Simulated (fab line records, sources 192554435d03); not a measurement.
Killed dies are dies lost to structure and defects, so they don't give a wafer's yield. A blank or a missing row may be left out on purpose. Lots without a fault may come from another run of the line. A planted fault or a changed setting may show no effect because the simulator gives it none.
Split-lot experiment | flow n5_finfet | 7 lots, 39 wafers read, on a route of 1938 steps

THE SPLIT
At N5_BEOL_M6_ETCH_41 (etches SiCN in CH3F/O2, target depth 29.7 nm, time 52 s), the setting time_s was moved away from the recipe's 52 s on 15 of the 39 wafers read, by -58.8% to +40.9%. The other wafers ran this setting at the recipe's value.

The reading is taken at the split's own step.

THE READING
etch.depth_nm (the simulator's own value, which no gauge read), in nm, at N5_BEOL_M6_ETCH_41 (etches SiCN in CH3F/O2, target depth 29.7 nm, time 52 s). The file gives no usual value for it. The 24 wafers here that ran the recipe average 19.620 nm, standard deviation 0.39 nm.

wafer  | tool, chamber at the split | time_s as run, s | against the recipe | etch.depth_nm, nm | against lot-mates on the recipe
L074.1 | rie_diel-06, 3             | 38.18            | -26.6%             | 14.71             | -4.740
L074.2 | rie_diel-06, 1             | 52               | recipe             | 19.76             | -
L074.3 | rie_diel-06, 0             | 52               | recipe             | 19.36             | -
L074.4 | rie_diel-06, 3             | 38.18            | -26.6%             | 14.52             | -4.930
L074.5 | rie_diel-06, 1             | 38.18            | -26.6%             | 14.43             | -5.020
L074.6 | rie_diel-06, 0             | 52               | recipe             | 19.23             | -
L083.1 | rie_diel-06, 0             | 52               | recipe             | 19.28             | -
L083.2 | rie_diel-06, 3             | 52               | recipe             | 19.95             | -
L083.3 | rie_diel-06, 2             | 52               | recipe             | 20.21             | -
L083.4 | rie_diel-06, 1             | 52               | recipe             | 19.81             | -
L083.5 | rie_diel-06, 0             | 52               | recipe             | 19.52             | -
L083.6 | rie_diel-06, 1             | 52               | recipe             | 19.7              | -
L084.1 | rie_diel-04, 1             | 52               | recipe             | 19.47             | -
L084.2 | rie_diel-04, 0             | 52               | recipe             | 19.43             | -
L084.3 | rie_diel-04, 3             | 21.45            | -58.8%             | 7.91              | -11.527
L084.4 | rie_diel-04, 1             | 21.45            | -58.8%             | 8.042             | -11.395
L084.5 | rie_diel-04, 3             | 52               | recipe             | 19.41             | -
L084.6 | rie_diel-04, 0             | 21.45            | -58.8%             | 7.986             | -11.451
L086.1 | rie_diel-06, 2             | 52               | recipe             | 20.33             | -
L086.2 | rie_diel-06, 1             | 52               | recipe             | 20                | -
L086.3 | rie_diel-06, 3             | 64.62            | +24.3%             | 25.21             | +5.020
L086.4 | rie_diel-06, 0             | 64.62            | +24.3%             | 24.57             | +4.380
L086.5 | rie_diel-06, 2             | 52               | recipe             | 20.24             | -
L086.6 | rie_diel-06, 1             | 64.62            | +24.3%             | 24.91             | +4.720
L091.1 | rie_diel-04, 3             | 52               | recipe             | 19.13             | -
L091.2 | rie_diel-04, 0             | 73.27            | +40.9%             | 27.22             | +7.870
L091.3 | rie_diel-04, 1             | 52               | recipe             | 19.35             | -
L091.4 | rie_diel-04, 2             | 52               | recipe             | 19.57             | -
L091.5 | rie_diel-04, 2             | 73.27            | +40.9%             | 27.73             | +8.380
L091.6 | rie_diel-04, 3             | 73.27            | +40.9%             | 27.19             | +7.840
L088.1 | rie_diel-06, 2             | 52               | recipe             | 20.11             | -
L088.2 | rie_diel-06, 0             | 32.97            | -36.6%             | 12.36             | -7.577
L088.3 | rie_diel-06, 1             | 32.97            | -36.6%             | 12.62             | -7.317
L088.4 | rie_diel-06, 3             | 32.97            | -36.6%             | 12.76             | -7.177
L088.5 | rie_diel-06, 0             | 52               | recipe             | 19.54             | -
L088.6 | rie_diel-06, 3             | 52               | recipe             | 20.16             | -
L094.4 | rie_diel-04, 2             | 52               | recipe             | 19.26             | -
L094.5 | rie_diel-04, 0             | 52               | recipe             | 19.02             | -
L094.6 | rie_diel-04, 3             | 52               | recipe             | 19.05             | -

THE FIT
A straight line over all 39 wafers: etch.depth_nm changes by +0.196 nm for each +1% of time_s; r = +1.00; the points scatter about the line by 0.38 nm.
The same after taking each lot's own level away (the mean of its wafers on the recipe; 39 wafers): +0.195 nm for each +1%; r = +1.00; scatter 0.23 nm.
On that fit, the largest move of time_s shifts the reading by 11 nm.
The lots' own levels span 19.1100 to 20.1900 nm, that is 2.8 times the standard deviation above.
So the lot-to-lot level changes the slope little: the two slopes agree.
Check: with one of the wafers moved furthest among these (-58.8%) left out of the fit, the line predicts -11.5 nm for it against its lot-mates. It came out at -11.5 nm against them.

OTHER SPLITS ON THESE WAFERS
These wafers also went through other splits before the reading. Each is held against what the fit with the lots' levels taken away leaves over:
other split on the same wafers                  | wafers away from the commonest value | r with etch.depth_nm (lot level and that fit taken away)
N5_DUMMY_GATE_PECVD_30 time_s                   | 18                                   | -0.14
N5_SD_EPI_P_EPI_21 time_s                       | 15                                   | +0.15
N5_GATE_CUT_ALD_22 ald_cycles                   | 9                                    | +0.11
N5_MOL_CONTACT_COAG_VIA_ETCH_117 target_depth_a | 15                                   | -0.45

THE FILE'S OWN FIT
etch.depth_nm changes by +0.195 nm for each +1% of time_s, r = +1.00.
